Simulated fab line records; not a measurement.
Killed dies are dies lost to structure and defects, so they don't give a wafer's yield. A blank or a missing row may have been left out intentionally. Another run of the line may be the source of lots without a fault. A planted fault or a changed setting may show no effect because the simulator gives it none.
fab line records | flow n5_finfet
[record] lots = 24 | wafers = 72 | last_day = 17
route steps=1938 shown BEOL_M3@983
lots that met no fault: taken from a fault-free run of the same line
start_h: start of the lot's first displayed wafer, in hours after the record's first day | wait_h: time in hours since the lot's previous step | " repeats the value in the row above | L1.1+2: several wafers, shown together as one row | - no value, or no start given | * or withheld: withheld | < > ~ a bound
route shown NAME@n: NAME is a module with steps in the file, n the number in the route of the first one | usual: the fault-free wafers' mean and standard deviation | same: alike in all rows | chamber/n: place in a boat | sites: each site's reading | _std_site: standard deviation of those values | _edge_site: the outer-site mean with the inner-site mean subtracted | radius_mm: how far each site lies from the wafer's centre | mask NAME#n: copy n | behind: tool/chamber where the wafer was last shaped | hold: reason for holding the lot/hours on hold/outcome of the hold | device: names the non-switching transistor (n, p or np) | end of line: the tests these same wafers got at the end of their route | a step without rows: its recipe alone | killed: dies lost to structure and defects at the first sort, not the wafer's yield | map: the dies of a wafer, with x for killed, . for not killed, _ for no die there
set.NAME: setting as actually run; set.NAME@STEP: the setting as run at that earlier step | model.NAME: the simulator's own value behind a step, which no gauge read
a sample of lots followed through the steps of the route, with each step as a table and each wafer as a row
services: a tool's chamber out of use, with start hour (start_h, from the record's first day; less than 0 if before it), hours out, and reason
[[steps]]
[step N5_BEOL_M3_OCD_MEAS_38]
[usual] trench_depth_nm = 55.3/0.94
lot.wafer | tool   | chamber | start_h | wait_h | trench_depth_nm
L074.1    | ocd-02 | -       | 148.50  | -      | 56.5
L074.2    | "      | -       | "       | "      | 55.4
L074.3    | "      | -       | "       | "      | 55.7
L075.1    | ocd-02 | -       | 160.78  | -      | 55.6
L075.3    | "      | -       | "       | "      | 56.8
L075.5    | "      | -       | "       | "      | 55.2
L076.1    | ocd-02 | -       | 174.78  | -      | 55.7
L076.4    | "      | -       | "       | "      | 55.5
L076.5    | "      | -       | "       | "      | 56.3
L077.1    | ocd-01 | -       | 174.90  | -      | 55.5
L077.3    | "      | -       | "       | "      | 54.0
L077.5    | "      | -       | "       | "      | 54.1
L078.1    | ocd-02 | -       | 182.73  | -      | 55.1
L078.5    | "      | -       | "       | "      | 53.5
L078.6    | "      | -       | "       | "      | 54.8
L079.1    | ocd-01 | -       | 182.75  | -      | 55.1
L079.3    | "      | -       | "       | "      | 55.5
L079.5    | "      | -       | "       | "      | 54.8
L080.2    | ocd-01 | -       | 188.44  | -      | 53.7
L080.3    | "      | -       | "       | "      | 55.2
L080.6    | "      | -       | "       | "      | 54.5
L081.1    | ocd-01 | -       | 191.17  | -      | 55.3
L081.3    | "      | -       | "       | "      | 56.2
L081.5    | "      | -       | "       | "      | 56.4
L082.2    | ocd-01 | -       | 195.56  | -      | 54.1
L082.3    | "      | -       | "       | "      | 56.6
L082.5    | "      | -       | "       | "      | 53.2
L083.2    | ocd-02 | -       | 210.40  | -      | 55.0
L083.3    | "      | -       | "       | "      | 53.8
L083.6    | "      | -       | "       | "      | 56.3
L084.1    | ocd-02 | -       | 223.30  | -      | 56.0
L084.5    | "      | -       | "       | "      | 54.0
L084.6    | "      | -       | "       | "      | 54.2
L086.1    | ocd-01 | -       | 223.35  | -      | 56.3
L086.3    | "      | -       | "       | "      | 54.9
L086.4    | "      | -       | "       | "      | 55.4
L085.2    | ocd-02 | -       | 227.33  | -      | 56.6
L085.3    | "      | -       | "       | "      | 54.9
L085.4    | "      | -       | "       | "      | 55.4
L088.2    | ocd-02 | -       | 231.97  | -      | 55.8
L088.3    | "      | -       | "       | "      | 56.0
L088.5    | "      | -       | "       | "      | 56.1
L087.2    | ocd-02 | -       | 240.28  | -      | 54.8
L087.3    | "      | -       | "       | "      | 56.7
L087.5    | "      | -       | "       | "      | 56.4
L089.1    | ocd-02 | -       | 244.06  | -      | 56.7
L089.2    | "      | -       | "       | "      | 53.9
L089.3    | "      | -       | "       | "      | 55.7
L090.1    | ocd-01 | -       | 247.21  | -      | 55.5
L090.5    | "      | -       | "       | "      | 55.6
L090.6    | "      | -       | "       | "      | 56.2
L092.1    | ocd-01 | -       | 253.54  | -      | 54.1
L092.2    | "      | -       | "       | "      | 54.7
L092.4    | "      | -       | "       | "      | 55.3
L091.1    | ocd-01 | -       | 260.82  | -      | 54.8
L091.3    | "      | -       | "       | "      | 53.7
L091.6    | "      | -       | "       | "      | 53.8
L093.3    | ocd-01 | -       | 267.89  | -      | 54.0
L093.5    | "      | -       | "       | "      | 54.3
L093.6    | "      | -       | "       | "      | 55.9
L094.2    | ocd-02 | -       | 268.30  | -      | 55.5
L094.5    | "      | -       | "       | "      | 56.4
L094.6    | "      | -       | "       | "      | 56.2
L095.1    | ocd-02 | -       | 284.25  | -      | 54.4
L095.2    | "      | -       | "       | "      | 53.9
L095.4    | "      | -       | "       | "      | 56.4
L096.4    | ocd-02 | -       | 287.82  | -      | 54.1
L096.5    | "      | -       | "       | "      | 54.1
L096.6    | "      | -       | "       | "      | 55.9
L097.1    | ocd-01 | -       | 292.52  | -      | 55.2
L097.2    | "      | -       | "       | "      | 54.7
L097.6    | "      | -       | "       | "      | 55.4
[step N5_BEOL_M3_ALD_84]
[recipe] material = TaN | target_thk_a = * | temp_c = 275 | ald_precursor_family = PDMAT | ald_co_reactant = NH3 | pressure_torr = 3 | carrier_flow_sccm = 1500 | pulse_time_s = 2 | purge_time_s = 3 | co_reactant_purge_time_s = 2 | co_reactant_pulse_time_s = 3 | ald_cycles = 30 | precursor_vessel_temp_c = 75 | precursor_vessel_pressure_torr = 26.25 | precursor_vessel_carrier_sccm = 1000
[usual] heater_power_w = 437/41
[same] co_reactant_pulse_time_s = 3
lot.wafer | tool         | chamber | start_h | wait_h | heater_power_w | since_wet_clean_h
L074.1    | ald_metal-01 | 3       | 149.50  | 0.0    | 480            | 5966
L074.2    | "            | 0       | "       | "      | 492            | 5966
L074.3    | "            | 1       | "       | "      | 360            | 5966
L075.1    | ald_metal-01 | 1       | 161.43  | 0.0    | 368            | 5978
L075.3    | "            | 3       | "       | "      | 480            | 5978
L075.5    | "            | 1       | "       | "      | 367            | -
L076.1    | ald_metal-02 | 3       | 175.58  | 0.1    | 484            | 2915
L076.4    | "            | 1       | "       | "      | 411            | 2915
L076.5    | "            | 1       | "       | "      | 405            | -
L077.1    | ald_metal-02 | 3       | 175.80  | 0.0    | 479            | 2916
L077.3    | "            | 0       | "       | "      | 428            | 2916
L077.5    | "            | 1       | "       | "      | 408            | -
L078.1    | ald_metal-01 | 3       | 183.51  | 0.0    | 483            | 6000
L078.5    | "            | 0       | "       | "      | 492            | -
L078.6    | "            | 1       | "       | "      | 371            | -
L079.1    | ald_metal-03 | 3       | 183.82  | 0.3    | 383            | 4462
L079.3    | "            | 2       | "       | "      | 471            | 4462
L079.5    | "            | 0       | "       | "      | 352            | -
L080.2    | ald_metal-01 | 3       | 188.87  | 0.0    | 484            | 6006
L080.3    | "            | 1       | "       | "      | 372            | 6006
L080.6    | "            | 0       | "       | "      | 492            | -
L081.1    | ald_metal-01 | 1       | 191.72  | 0.1    | 373            | 6009
L081.3    | "            | 0       | "       | "      | 502            | 6009
L081.5    | "            | 0       | "       | "      | 495            | -
L082.2    | ald_metal-02 | 2       | 196.99  | 0.0    | 469            | 2937
L082.3    | "            | 3       | "       | "      | 480            | 2937
L082.5    | "            | 1       | "       | "      | 409            | -
L083.2    | ald_metal-02 | 1       | 210.80  | 0.1    | 407            | 2951
L083.3    | "            | 0       | "       | "      | 417            | 2951
L083.6    | "            | 1       | "       | "      | 417            | -
L084.1    | ald_metal-03 | 1       | 223.77  | 0.0    | 412            | 4502
L084.5    | "            | 1       | "       | "      | 414            | -
L084.6    | "            | 2       | "       | "      | 462            | -
L086.1    | ald_metal-02 | 2       | 223.87  | 0.1    | 481            | 2964
L086.3    | "            | 1       | "       | "      | 414            | 2964
L086.4    | "            | 1       | "       | "      | 406            | -
L085.2    | ald_metal-02 | 0       | 228.32  | 0.0    | 430            | 2968
L085.3    | "            | 1       | "       | "      | 409            | -
L085.4    | "            | 0       | "       | "      | 425            | -
L088.2    | ald_metal-02 | 3       | 233.07  | 0.2    | 473            | 2973
L088.3    | "            | 0       | "       | "      | 421            | 2973
L088.5    | "            | 3       | "       | "      | 475            | -
L087.2    | ald_metal-02 | 1       | 241.15  | 0.0    | 415            | 2981
L087.3    | "            | 0       | "       | "      | 428            | 2981
L087.5    | "            | 0       | "       | "      | 427            | -
L089.1    | ald_metal-02 | 3       | 244.49  | 0.0    | 473            | 2984
L089.2    | "            | 2       | "       | "      | 470            | 2984
L089.3    | "            | 1       | "       | "      | 404            | 2984
L090.1    | ald_metal-03 | 3       | 247.98  | 0.2    | 390            | 4526
L090.5    | "            | 1       | "       | "      | 408            | -
L090.6    | "            | 2       | "       | "      | 470            | -
L092.1    | ald_metal-03 | 3       | 253.89  | 0.0    | 398            | 4532
L092.2    | "            | 1       | "       | "      | 417            | 4532
L092.4    | "            | 0       | "       | "      | 353            | 4532
L091.1    | ald_metal-02 | 1       | 261.83  | 0.0    | 401            | 3002
L091.3    | "            | 2       | "       | "      | 462            | 3002
L091.6    | "            | 3       | "       | "      | 476            | -
L093.3    | ald_metal-02 | 1       | 268.72  | 0.1    | 419            | 3009
L093.5    | "            | 3       | "       | "      | 477            | -
L093.6    | "            | 2       | "       | "      | 477            | -
L094.2    | ald_metal-01 | 3       | 268.82  | 0.0    | 483            | 6086
L094.5    | "            | 3       | "       | "      | 474            | -
L094.6    | "            | 2       | "       | "      | 451            | -
L095.1    | ald_metal-02 | 0       | 285.10  | 0.2    | 420            | 3025
L095.2    | "            | 1       | "       | "      | 406            | 3025
L095.4    | "            | 3       | "       | "      | 469            | 3025
L096.4    | ald_metal-03 | 0       | 288.66  | 0.0    | 362            | 4567
L096.5    | "            | 3       | "       | "      | 397            | -
L096.6    | "            | 2       | "       | "      | 467            | -
L097.1    | ald_metal-02 | 0       | 293.99  | 0.2    | 419            | 3034
L097.2    | "            | 1       | "       | "      | 405            | 3034
L097.6    | "            | 2       | "       | "      | 464            | -
[step N5_BEOL_M3_SPUTTER_81]
[recipe] material = Cu | target_thk_a = 45 | temp_c = -20 | chamber_pressure_pa = 0.07 | power_w = withheld | time_s = 8.29
[usual] throttle_valve_pct = 29.9/1.2
lot.wafer | tool           | chamber | start_h | wait_h | throttle_valve_pct
L074.1    | pvd_sputter-02 | -       | 150.50  | 0.1    | 30.9
L074.2    | "              | -       | "       | "      | 30.7
L074.3    | "              | -       | "       | "      | 30.8
L075.1    | pvd_sputter-02 | -       | 164.06  | 0.1    | 31.1
L075.3    | "              | -       | "       | "      | 31.0
L075.5    | "              | -       | "       | "      | 30.9
L076.1    | pvd_sputter-02 | -       | 176.56  | 0.1    | 31.1
L076.4    | "              | -       | "       | "      | 30.6
L076.5    | "              | -       | "       | "      | 30.8
L077.1    | pvd_sputter-03 | -       | 177.01  | 0.1    | 28.6
L077.3    | "              | -       | "       | "      | 28.7
L077.5    | "              | -       | "       | "      | 28.6
L078.1    | pvd_sputter-01 | -       | 186.43  | 0.1    | 31.7
L078.5    | "              | -       | "       | "      | 28.1
L078.6    | "              | -       | "       | "      | 28.7
L079.1    | pvd_sputter-03 | -       | 186.99  | 0.1    | 28.3
L079.3    | "              | -       | "       | "      | 28.7
L079.5    | "              | -       | "       | "      | 28.8
L080.2    | pvd_sputter-01 | -       | 191.35  | 0.1    | 28.0
L080.3    | "              | -       | "       | "      | 29.1
L080.6    | "              | -       | "       | "      | 30.4
L081.1    | pvd_sputter-03 | -       | 193.06  | 0.1    | 28.2
L081.3    | "              | -       | "       | "      | 30.7
L081.5    | "              | -       | "       | "      | 28.7
L082.2    | pvd_sputter-03 | -       | 197.94  | 0.1    | 28.7
L082.3    | "              | -       | "       | "      | 28.7
L082.5    | "              | -       | "       | "      | 31.0
L083.2    | pvd_sputter-03 | -       | 212.49  | 0.1    | 30.7
L083.3    | "              | -       | "       | "      | 28.5
L083.6    | "              | -       | "       | "      | 28.6
L084.1    | pvd_sputter-03 | -       | 224.85  | 0.1    | 28.6
L084.5    | "              | -       | "       | "      | 28.6
L084.6    | "              | -       | "       | "      | 30.9
L086.1    | pvd_sputter-02 | -       | 226.30  | 0.1    | 31.0
L086.3    | "              | -       | "       | "      | 31.1
L086.4    | "              | -       | "       | "      | 31.1
L085.2    | pvd_sputter-02 | -       | 229.60  | 0.1    | 30.9
L085.3    | "              | -       | "       | "      | 30.7
L085.4    | "              | -       | "       | "      | 31.1
L088.2    | pvd_sputter-02 | -       | 235.00  | 0.1    | 30.8
L088.3    | "              | -       | "       | "      | 30.8
L088.5    | "              | -       | "       | "      | 31.1
L087.2    | pvd_sputter-02 | -       | 242.11  | 0.1    | 30.8
L087.3    | "              | -       | "       | "      | 31.3
L087.5    | "              | -       | "       | "      | 31.3
L089.1    | pvd_sputter-02 | -       | 245.83  | 0.1    | 30.9
L089.2    | "              | -       | "       | "      | 30.9
L089.3    | "              | -       | "       | "      | 30.7
L090.1    | pvd_sputter-03 | -       | 248.90  | 0.1    | 30.6
L090.5    | "              | -       | "       | "      | 28.5
L090.6    | "              | -       | "       | "      | 30.7
L092.1    | pvd_sputter-01 | -       | 254.93  | 0.1    | 30.7
L092.2    | "              | -       | "       | "      | 29.2
L092.4    | "              | -       | "       | "      | 31.5
L091.1    | pvd_sputter-03 | -       | 263.35  | 0.1    | 28.6
L091.3    | "              | -       | "       | "      | 28.5
L091.6    | "              | -       | "       | "      | 28.7
L093.3    | pvd_sputter-03 | -       | 269.82  | 0.1    | 28.3
L093.5    | "              | -       | "       | "      | 28.6
L093.6    | "              | -       | "       | "      | 28.7
L094.2    | pvd_sputter-02 | -       | 270.02  | 0.1    | 30.9
L094.5    | "              | -       | "       | "      | 30.8
L094.6    | "              | -       | "       | "      | 30.7
L095.1    | pvd_sputter-03 | -       | 286.17  | 0.1    | 30.8
L095.2    | "              | -       | "       | "      | 28.7
L095.4    | "              | -       | "       | "      | 28.5
L096.4    | pvd_sputter-01 | -       | 289.82  | 0.1    | 28.9
L096.5    | "              | -       | "       | "      | 31.7
L096.6    | "              | -       | "       | "      | 28.8
L097.1    | pvd_sputter-01 | -       | 295.24  | 0.1    | 29.1
L097.2    | "              | -       | "       | "      | 30.6
L097.6    | "              | -       | "       | "      | 30.7
[step N5_BEOL_M3_SPUTTER_86]
[recipe] material = Cu | target_thk_a = 45 | temp_c = -20 | chamber_pressure_pa = 0.07 | power_w = withheld | time_s = 8.29
[usual] throttle_valve_pct = 29.9/1.2
lot.wafer | tool           | chamber | start_h | wait_h | throttle_valve_pct
L074.1    | pvd_sputter-02 | -       | 150.72  | 0.1    | 30.8
L074.2    | "              | -       | "       | "      | 31.1
L074.3    | "              | -       | "       | "      | 31.0
L075.1    | pvd_sputter-02 | -       | 164.28  | 0.1    | 30.8
L075.3    | "              | -       | "       | "      | 31.0
L075.5    | "              | -       | "       | "      | 31.1
L076.1    | pvd_sputter-02 | -       | 176.78  | 0.1    | 30.8
L076.4    | "              | -       | "       | "      | 31.0
L076.5    | "              | -       | "       | "      | 31.2
L077.1    | pvd_sputter-03 | -       | 177.23  | 0.1    | 28.4
L077.3    | "              | -       | "       | "      | 28.7
L077.5    | "              | -       | "       | "      | 28.9
L078.1    | pvd_sputter-01 | -       | 186.65  | 0.1    | 31.8
L078.5    | "              | -       | "       | "      | 27.8
L078.6    | "              | -       | "       | "      | 28.9
L079.1    | pvd_sputter-03 | -       | 187.21  | 0.1    | 28.2
L079.3    | "              | -       | "       | "      | 28.4
L079.5    | "              | -       | "       | "      | 28.8
L080.2    | pvd_sputter-01 | -       | 191.57  | 0.1    | 28.0
L080.3    | "              | -       | "       | "      | 29.1
L080.6    | "              | -       | "       | "      | 30.3
L081.1    | pvd_sputter-03 | -       | 193.28  | 0.1    | 28.4
L081.3    | "              | -       | "       | "      | 30.7
L081.5    | "              | -       | "       | "      | 28.8
L082.2    | pvd_sputter-03 | -       | 198.16  | 0.1    | 28.6
L082.3    | "              | -       | "       | "      | 28.5
L082.5    | "              | -       | "       | "      | 30.6
L083.2    | pvd_sputter-03 | -       | 212.71  | 0.1    | 31.0
L083.3    | "              | -       | "       | "      | 28.5
L083.6    | "              | -       | "       | "      | 28.3
L084.1    | pvd_sputter-03 | -       | 225.07  | 0.1    | 28.5
L084.5    | "              | -       | "       | "      | 28.6
L084.6    | "              | -       | "       | "      | 30.9
L086.1    | pvd_sputter-02 | -       | 226.52  | 0.1    | 31.1
L086.3    | "              | -       | "       | "      | 31.0
L086.4    | "              | -       | "       | "      | 31.0
L085.2    | pvd_sputter-02 | -       | 229.82  | 0.1    | 31.0
L085.3    | "              | -       | "       | "      | 30.7
L085.4    | "              | -       | "       | "      | 30.9
L088.2    | pvd_sputter-02 | -       | 235.22  | 0.1    | 31.1
L088.3    | "              | -       | "       | "      | 30.9
L088.5    | "              | -       | "       | "      | 30.9
L087.2    | pvd_sputter-02 | -       | 242.33  | 0.1    | 31.1
L087.3    | "              | -       | "       | "      | 30.9
L087.5    | "              | -       | "       | "      | 31.2
L089.1    | pvd_sputter-02 | -       | 246.05  | 0.1    | 31.0
L089.2    | "              | -       | "       | "      | 30.7
L089.3    | "              | -       | "       | "      | 31.0
L090.1    | pvd_sputter-03 | -       | 249.12  | 0.1    | 31.0
L090.5    | "              | -       | "       | "      | 28.5
L090.6    | "              | -       | "       | "      | 30.6
L092.1    | pvd_sputter-01 | -       | 255.15  | 0.1    | 30.5
L092.2    | "              | -       | "       | "      | 29.3
L092.4    | "              | -       | "       | "      | 31.7
L091.1    | pvd_sputter-03 | -       | 263.57  | 0.1    | 28.6
L091.3    | "              | -       | "       | "      | 28.4
L091.6    | "              | -       | "       | "      | 28.9
L093.3    | pvd_sputter-03 | -       | 270.04  | 0.1    | 28.6
L093.5    | "              | -       | "       | "      | 28.5
L093.6    | "              | -       | "       | "      | 28.6
L094.2    | pvd_sputter-02 | -       | 270.24  | 0.1    | 30.8
L094.5    | "              | -       | "       | "      | 31.0
L094.6    | "              | -       | "       | "      | 30.8
L095.1    | pvd_sputter-03 | -       | 286.39  | 0.1    | 30.6
L095.2    | "              | -       | "       | "      | 28.7
L095.4    | "              | -       | "       | "      | 28.3
L096.4    | pvd_sputter-01 | -       | 290.04  | 0.1    | 29.0
L096.5    | "              | -       | "       | "      | 31.3
L096.6    | "              | -       | "       | "      | 29.2
L097.1    | pvd_sputter-01 | -       | 295.46  | 0.1    | 29.3
L097.2    | "              | -       | "       | "      | 30.7
L097.6    | "              | -       | "       | "      | 30.3
[step N5_BEOL_M3_ANNEAL_87]
[recipe] temp_c = 400 | time_s = 240 | ambient = vacuum
[usual] heater_power_w = 845/70
lot.wafer | tool           | chamber | start_h | wait_h | heater_power_w
L074.1    | pvd_sputter-02 | -       | 150.80  | 0.0    | 918
L074.2    | "              | -       | "       | "      | 837
L074.3    | "              | -       | "       | "      | 882
L075.1    | pvd_sputter-02 | -       | 164.36  | 0.0    | 854
L075.3    | "              | -       | "       | "      | 863
L075.5    | "              | -       | "       | "      | 864
L076.1    | pvd_sputter-02 | -       | 176.86  | 0.0    | 896
L076.4    | "              | -       | "       | "      | 860
L076.5    | "              | -       | "       | "      | 890
L077.1    | pvd_sputter-03 | -       | 177.31  | 0.0    | 707
L077.3    | "              | -       | "       | "      | 774
L077.5    | "              | -       | "       | "      | 817
L078.1    | pvd_sputter-01 | -       | 186.73  | 0.0    | 770
L078.5    | "              | -       | "       | "      | 963
L078.6    | "              | -       | "       | "      | 949
L079.1    | pvd_sputter-03 | -       | 187.29  | 0.0    | 851
L079.3    | "              | -       | "       | "      | 716
L079.5    | "              | -       | "       | "      | 791
L080.2    | pvd_sputter-01 | -       | 191.65  | 0.0    | 941
L080.3    | "              | -       | "       | "      | 952
L080.6    | "              | -       | "       | "      | 764
L081.1    | pvd_sputter-03 | -       | 193.36  | 0.0    | 841
L081.3    | "              | -       | "       | "      | 891
L081.5    | "              | -       | "       | "      | 800
L082.2    | pvd_sputter-03 | -       | 198.24  | 0.0    | 794
L082.3    | "              | -       | "       | "      | 855
L082.5    | "              | -       | "       | "      | 881
L083.2    | pvd_sputter-03 | -       | 212.79  | 0.0    | 847
L083.3    | "              | -       | "       | "      | 707
L083.6    | "              | -       | "       | "      | 838
L084.1    | pvd_sputter-03 | -       | 225.15  | 0.0    | 697
L084.5    | "              | -       | "       | "      | 690
L084.6    | "              | -       | "       | "      | 880
L086.1    | pvd_sputter-02 | -       | 226.60  | 0.0    | 921
L086.3    | "              | -       | "       | "      | 833
L086.4    | "              | -       | "       | "      | 873
L085.2    | pvd_sputter-02 | -       | 229.90  | 0.0    | 925
L085.3    | "              | -       | "       | "      | 835
L085.4    | "              | -       | "       | "      | 873
L088.2    | pvd_sputter-02 | -       | 235.30  | 0.0    | 883
L088.3    | "              | -       | "       | "      | 834
L088.5    | "              | -       | "       | "      | 939
L087.2    | pvd_sputter-02 | -       | 242.41  | 0.0    | 834
L087.3    | "              | -       | "       | "      | 877
L087.5    | "              | -       | "       | "      | 836
L089.1    | pvd_sputter-02 | -       | 246.13  | 0.0    | 937
L089.2    | "              | -       | "       | "      | 849
L089.3    | "              | -       | "       | "      | 878
L090.1    | pvd_sputter-03 | -       | 249.20  | 0.0    | 873
L090.5    | "              | -       | "       | "      | 705
L090.6    | "              | -       | "       | "      | 897
L092.1    | pvd_sputter-01 | -       | 255.23  | 0.0    | 733
L092.2    | "              | -       | "       | "      | 936
L092.4    | "              | -       | "       | "      | 825
L091.1    | pvd_sputter-03 | -       | 263.65  | 0.0    | 716
L091.3    | "              | -       | "       | "      | 844
L091.6    | "              | -       | "       | "      | 760
L093.3    | pvd_sputter-03 | -       | 270.12  | 0.0    | 764
L093.5    | "              | -       | "       | "      | 855
L093.6    | "              | -       | "       | "      | 786
L094.2    | pvd_sputter-02 | -       | 270.32  | 0.0    | 848
L094.5    | "              | -       | "       | "      | 834
L094.6    | "              | -       | "       | "      | 891
L095.1    | pvd_sputter-03 | -       | 286.47  | 0.0    | 873
L095.2    | "              | -       | "       | "      | 812
L095.4    | "              | -       | "       | "      | 865
L096.4    | pvd_sputter-01 | -       | 290.12  | 0.0    | 939
L096.5    | "              | -       | "       | "      | 794
L096.6    | "              | -       | "       | "      | 956
L097.1    | pvd_sputter-01 | -       | 295.54  | 0.0    | 935
L097.2    | "              | -       | "       | "      | 718
L097.6    | "              | -       | "       | "      | 730
[step N5_BEOL_M3_SPUTTER_88]
[recipe] material = Cu | target_thk_a = 45 | temp_c = -20 | chamber_pressure_pa = 0.07 | power_w = withheld | time_s = 8.29
[usual] throttle_valve_pct = 29.9/1.2
lot.wafer | tool           | chamber | start_h | wait_h | throttle_valve_pct
L074.1    | pvd_sputter-02 | -       | 150.94  | 0.1    | 31.1
L074.2    | "              | -       | "       | "      | 30.8
L074.3    | "              | -       | "       | "      | 31.0
L075.1    | pvd_sputter-02 | -       | 164.50  | 0.1    | 30.8
L075.3    | "              | -       | "       | "      | 31.0
L075.5    | "              | -       | "       | "      | 31.1
L076.1    | pvd_sputter-02 | -       | 177.00  | 0.1    | 30.6
L076.4    | "              | -       | "       | "      | 30.7
L076.5    | "              | -       | "       | "      | 30.7
L077.1    | pvd_sputter-03 | -       | 177.45  | 0.1    | 28.3
L077.3    | "              | -       | "       | "      | 28.7
L077.5    | "              | -       | "       | "      | 28.7
L078.1    | pvd_sputter-01 | -       | 186.87  | 0.1    | 31.7
L078.5    | "              | -       | "       | "      | 27.9
L078.6    | "              | -       | "       | "      | 29.2
L079.1    | pvd_sputter-03 | -       | 187.43  | 0.1    | 28.4
L079.3    | "              | -       | "       | "      | 28.7
L079.5    | "              | -       | "       | "      | 28.8
L080.2    | pvd_sputter-01 | -       | 191.79  | 0.1    | 27.7
L080.3    | "              | -       | "       | "      | 29.0
L080.6    | "              | -       | "       | "      | 30.2
L081.1    | pvd_sputter-03 | -       | 193.50  | 0.1    | 28.4
L081.3    | "              | -       | "       | "      | 30.8
L081.5    | "              | -       | "       | "      | 28.9
L082.2    | pvd_sputter-03 | -       | 198.38  | 0.1    | 28.7
L082.3    | "              | -       | "       | "      | 28.6
L082.5    | "              | -       | "       | "      | 31.0
L083.2    | pvd_sputter-03 | -       | 212.93  | 0.1    | 31.0
L083.3    | "              | -       | "       | "      | 28.1
L083.6    | "              | -       | "       | "      | 28.7
L084.1    | pvd_sputter-03 | -       | 225.29  | 0.1    | 28.2
L084.5    | "              | -       | "       | "      | 28.6
L084.6    | "              | -       | "       | "      | 30.6
L086.1    | pvd_sputter-02 | -       | 226.74  | 0.1    | 30.8
L086.3    | "              | -       | "       | "      | 30.6
L086.4    | "              | -       | "       | "      | 30.8
L085.2    | pvd_sputter-02 | -       | 230.04  | 0.1    | 30.8
L085.3    | "              | -       | "       | "      | 31.2
L085.4    | "              | -       | "       | "      | 30.9
L088.2    | pvd_sputter-02 | -       | 235.44  | 0.1    | 31.0
L088.3    | "              | -       | "       | "      | 30.9
L088.5    | "              | -       | "       | "      | 30.9
L087.2    | pvd_sputter-02 | -       | 242.55  | 0.1    | 30.8
L087.3    | "              | -       | "       | "      | 31.1
L087.5    | "              | -       | "       | "      | 31.1
L089.1    | pvd_sputter-02 | -       | 246.27  | 0.1    | 30.6
L089.2    | "              | -       | "       | "      | 30.9
L089.3    | "              | -       | "       | "      | 30.9
L090.1    | pvd_sputter-03 | -       | 249.34  | 0.1    | 30.8
L090.5    | "              | -       | "       | "      | 28.2
L090.6    | "              | -       | "       | "      | 30.8
L092.1    | pvd_sputter-01 | -       | 255.37  | 0.1    | 30.3
L092.2    | "              | -       | "       | "      | 29.2
L092.4    | "              | -       | "       | "      | 31.8
L091.1    | pvd_sputter-03 | -       | 263.79  | 0.1    | 28.5
L091.3    | "              | -       | "       | "      | 28.5
L091.6    | "              | -       | "       | "      | 28.6
L093.3    | pvd_sputter-03 | -       | 270.26  | 0.1    | 28.6
L093.5    | "              | -       | "       | "      | 28.1
L093.6    | "              | -       | "       | "      | 28.9
L094.2    | pvd_sputter-02 | -       | 270.46  | 0.1    | 31.0
L094.5    | "              | -       | "       | "      | 31.2
L094.6    | "              | -       | "       | "      | 30.8
L095.1    | pvd_sputter-03 | -       | 286.61  | 0.1    | 30.7
L095.2    | "              | -       | "       | "      | 28.6
L095.4    | "              | -       | "       | "      | 28.6
L096.4    | pvd_sputter-01 | -       | 290.26  | 0.1    | 28.6
L096.5    | "              | -       | "       | "      | 31.6
L096.6    | "              | -       | "       | "      | 29.0
L097.1    | pvd_sputter-01 | -       | 295.68  | 0.1    | 29.1
L097.2    | "              | -       | "       | "      | 30.5
L097.6    | "              | -       | "       | "      | 30.5
[[services]]
tool           | chamber | start_h | hours | kind
pvd_sputter-01 | -       | 143.08  | 4.3   | repair
ald_metal-03   | -       | 175.34  | 1.8   | repair
ald_metal-02   | 3       | 178.85  | 12.1  | repair
ald_metal-01   | 0       | 196.31  | 3.3   | repair
ald_metal-02   | 3       | 209.07  | 23.7  | repair
ald_metal-01   | 0       | 218.92  | 26.8  | repair
ald_metal-02   | 2       | 228.14  | 6.6   | repair
ald_metal-03   | -       | 242.97  | 0.4   | repair
pvd_sputter-03 | -       | 279.46  | 4.2   | repair
[[key]]
fault none
